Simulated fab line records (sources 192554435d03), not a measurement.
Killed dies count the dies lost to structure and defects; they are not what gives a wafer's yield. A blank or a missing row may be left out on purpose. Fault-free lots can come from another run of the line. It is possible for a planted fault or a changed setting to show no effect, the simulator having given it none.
Split-lot trial / flow n5-finfet / on a route of 1938 steps: 7 lots, 21 wafers read

## THE SPLIT ITSELF
At N5_BEOL_M2_ETCH_74 (etches underlayer in N2/H2, target depth 6.5 nm, time 5.2 s), the setting source-w was moved away from the recipe's 840 W on 9 of the 21 wafers read, by -7.9% to +16.0%. This setting was run at the recipe's value on the other wafers.

The split's own step is where the reading is taken.

## THE READING
rf-vpp-V, in V, at N5_BEOL_M2_ETCH_74 (etches underlayer in N2/H2, target depth 6.5 nm, time 5.2 s). On this fab line, fault-free wafers typically give 525 V with a standard deviation of 3.1 V.

wafer=L074.2; tool, chamber at the split=rie-diel-01, 2; source-w as run, W=773.8; against the recipe=-7.9%; rf-vpp-V, V=540; against lot-mates on the recipe=+13
wafer=L074.3; tool, chamber at the split=rie-diel-01, 0; source-w as run, W=773.8; against the recipe=-7.9%; rf-vpp-V, V=535; against lot-mates on the recipe=+8
wafer=L074.4; tool, chamber at the split=rie-diel-01, 1; source-w as run, W=840; against the recipe=recipe; rf-vpp-V, V=527; against lot-mates on the recipe=-
wafer=L076.1; tool, chamber at the split=rie-diel-06, 3; source-w as run, W=840; against the recipe=recipe; rf-vpp-V, V=524; against lot-mates on the recipe=-
wafer=L076.3; tool, chamber at the split=rie-diel-06, 0; source-w as run, W=962.7; against the recipe=+14.6%; rf-vpp-V, V=500; against lot-mates on the recipe=-24
wafer=L076.6; tool, chamber at the split=rie-diel-06, 3; source-w as run, W=840; against the recipe=recipe; rf-vpp-V, V=524; against lot-mates on the recipe=-
wafer=L082.1; tool, chamber at the split=rie-diel-06, 2; source-w as run, W=840; against the recipe=recipe; rf-vpp-V, V=525; against lot-mates on the recipe=-
wafer=L082.4; tool, chamber at the split=rie-diel-06, 1; source-w as run, W=840; against the recipe=recipe; rf-vpp-V, V=522; against lot-mates on the recipe=-
wafer=L082.5; tool, chamber at the split=rie-diel-06, 1; source-w as run, W=934.7; against the recipe=+11.3%; rf-vpp-V, V=504; against lot-mates on the recipe=-20
wafer=L086.2; tool, chamber at the split=rie-diel-06, 1; source-w as run, W=840; against the recipe=recipe; rf-vpp-V, V=525; against lot-mates on the recipe=-
wafer=L086.5; tool, chamber at the split=rie-diel-06, 2; source-w as run, W=939.1; against the recipe=+11.8%; rf-vpp-V, V=507; against lot-mates on the recipe=-18
wafer=L086.6; tool, chamber at the split=rie-diel-06, 3; source-w as run, W=840; against the recipe=recipe; rf-vpp-V, V=524; against lot-mates on the recipe=-
wafer=L094.2; tool, chamber at the split=rie-diel-06, 0; source-w as run, W=840; against the recipe=recipe; rf-vpp-V, V=522; against lot-mates on the recipe=-
wafer=L094.3; tool, chamber at the split=rie-diel-06, 3; source-w as run, W=922.6; against the recipe=+9.8%; rf-vpp-V, V=507; against lot-mates on the recipe=-15
wafer=L094.4; tool, chamber at the split=rie-diel-06, 1; source-w as run, W=922.6; against the recipe=+9.8%; rf-vpp-V, V=503; against lot-mates on the recipe=-19
wafer=L095.2; tool, chamber at the split=rie-diel-02, 2; source-w as run, W=840; against the recipe=recipe; rf-vpp-V, V=526; against lot-mates on the recipe=-
wafer=L095.4; tool, chamber at the split=rie-diel-02, 3; source-w as run, W=840; against the recipe=recipe; rf-vpp-V, V=519; against lot-mates on the recipe=-
wafer=L095.5; tool, chamber at the split=rie-diel-02, 2; source-w as run, W=840; against the recipe=recipe; rf-vpp-V, V=527; against lot-mates on the recipe=-
wafer=L097.1; tool, chamber at the split=rie-diel-02, 0; source-w as run, W=974.1; against the recipe=+16.0%; rf-vpp-V, V=502; against lot-mates on the recipe=-25
wafer=L097.3; tool, chamber at the split=rie-diel-02, 2; source-w as run, W=840; against the recipe=recipe; rf-vpp-V, V=527; against lot-mates on the recipe=-
wafer=L097.6; tool, chamber at the split=rie-diel-02, 0; source-w as run, W=974.1; against the recipe=+16.0%; rf-vpp-V, V=503; against lot-mates on the recipe=-24

FIT RESULTS
A straight line over all 21 wafers: rf-vpp-V changes by -1.58 V for each +1% of source-w; r = -0.97; the points scatter about the line by 2.8 V.
The same after taking each lot's own level away (the mean of its wafers on the recipe; 21 wafers): -1.55 V for each +1%; r = -0.98; scatter 2 V.
That fit puts the effect of the largest move of source-w on the reading at 25 V.
The lots' own levels span 522.0 to 527.0 V, that is 1.6 times the standard deviation above.
The two slopes are in agreement: the lot-to-lot level therefore moves the slope only a little.
Check: -25.2 V against its lot-mates is what the line predicts for one of the wafers moved furthest among these (+16.0%) when that wafer is left out of the fit. Against them it came out at -25 V.
Tool readings at the split's step, against how far the setting was moved: etch-rf-on-time-s r = -0.98; rf-vpp-V r = -0.97.

## OTHER SPLITS ON THESE WAFERS
These wafers also went through other splits before the reading. Each is held against what the fit with the lots' levels taken away leaves over:
other split on the same wafers=N5_BEOL_M0_SAQP_EXPOSE_11 dose-mj; wafers away from the commonest value=6; r with rf-vpp-V (lot level and that fit taken away)=-0.05
other split on the same wafers=N5_BEOL_M1_ETCH_64 source-w; wafers away from the commonest value=5; r with rf-vpp-V (lot level and that fit taken away)=+0.04
other split on the same wafers=N5_BEOL_M1_COAT_68 spin-rpm; wafers away from the commonest value=7; r with rf-vpp-V (lot level and that fit taken away)=-0.23
other split on the same wafers=N5_BEOL_M2_COAT_62 spin-rpm; wafers away from the commonest value=6; r with rf-vpp-V (lot level and that fit taken away)=+0.05

## THE WHOLE CHAIN: every reading that the file lists as answering this split, in the file's order
step=N5_BEOL_M2_ETCH_74; what it does=etches underlayer in N2/H2, target depth 6.5 nm, time 5.2 s; reading=etch-rf-on-time-s; change (the file's fit)=withheld for each +1% of the setting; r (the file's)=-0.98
step=N5_BEOL_M2_ETCH_74; what it does=etches underlayer in N2/H2, target depth 6.5 nm, time 5.2 s; reading=rf-vpp-V; change (the file's fit)=-1.59 V for each +1% of the setting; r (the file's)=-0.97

## FILE'S OWN FIT
rf-vpp-V changes by -1.59 V for each +1% of source-w, r = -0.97.
